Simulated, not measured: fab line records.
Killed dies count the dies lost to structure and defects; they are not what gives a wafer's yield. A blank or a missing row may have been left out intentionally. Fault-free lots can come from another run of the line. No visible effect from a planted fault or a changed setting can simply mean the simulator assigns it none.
Matching of chambers / flow nand_harc / 4 sister chambers for NHARC_THIN_TSV_ETCHBACK_48 on rie_diel-11
The step etches the open film in C4F8/Ar, target depth 1028.5 nm, time 405.17 s. 8 wafers are shown with their chamber, then 9 later ones without.

== EACH WAFER AND ITS CHAMBER ==
wafer=L837.1; chamber=1; rf_vpp_V (V)=549; oes_product_au (a.u.)=0.91
wafer=L850.4; chamber=3; rf_vpp_V (V)=543; oes_product_au (a.u.)=0.96
wafer=L852.2; chamber=0; rf_vpp_V (V)=543; oes_product_au (a.u.)=0.91
wafer=L852.3; chamber=1; rf_vpp_V (V)=548; oes_product_au (a.u.)=0.91
wafer=L852.4; chamber=2; rf_vpp_V (V)=553; oes_product_au (a.u.)=0.94
wafer=L853.2; chamber=0; rf_vpp_V (V)=543; oes_product_au (a.u.)=0.91
wafer=L853.3; chamber=3; rf_vpp_V (V)=542; oes_product_au (a.u.)=0.93
wafer=L853.6; chamber=2; rf_vpp_V (V)=551; oes_product_au (a.u.)=0.93

== WAFERS WITHOUT THEIR CHAMBER ==
wafer=L858.1; rf_vpp_V (V)=553; oes_product_au (a.u.)=0.94
wafer=L858.2; rf_vpp_V (V)=544; oes_product_au (a.u.)=0.92
wafer=L858.3; rf_vpp_V (V)=543; oes_product_au (a.u.)=0.92
wafer=L859.1; rf_vpp_V (V)=550; oes_product_au (a.u.)=0.93
wafer=L859.2; rf_vpp_V (V)=544; oes_product_au (a.u.)=0.91
wafer=L859.6; rf_vpp_V (V)=543; oes_product_au (a.u.)=0.92
wafer=L860.1; rf_vpp_V (V)=542; oes_product_au (a.u.)=0.93
wafer=L860.3; rf_vpp_V (V)=542; oes_product_au (a.u.)=0.91
wafer=L860.5; rf_vpp_V (V)=545; oes_product_au (a.u.)=0.92

== WHICH CHAMBER EACH ONE RAN IN ==
wafer=L858.1; from the rows above=2; in truth=2
wafer=L858.2; from the rows above=can't be placed: 0 or 3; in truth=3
wafer=L858.3; from the rows above=can't be placed: 0 or 3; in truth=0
wafer=L859.1; from the rows above=can't be placed: 2 or 1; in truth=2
wafer=L859.2; from the rows above=0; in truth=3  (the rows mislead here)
wafer=L859.6; from the rows above=can't be placed: 0 or 3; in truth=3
wafer=L860.1; from the rows above=can't be placed: 3 or 0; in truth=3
wafer=L860.3; from the rows above=0; in truth=0
wafer=L860.5; from the rows above=can't be placed: 0 or 3 or 1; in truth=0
Correctly placed: 2 of 9. These rows do not allow placing 6 (true chamber among the candidates in 6). Wrongly placed: 1.
How it was worked out, from the rows above alone: a wafer's distance from a chamber is the root of the sum, over the readings, of the square of ((its reading less the chamber's mean) divided by the reading's scatter). The wafer belongs to the nearest chamber; if the next one is less than 2 further off, it can't be placed. A chamber's mean is the mean of its shown wafers. The scatter is the square root of a quotient: the sum, over the shown wafers, of each reading's squared deviation from its chamber's mean, divided by wafers minus chambers.
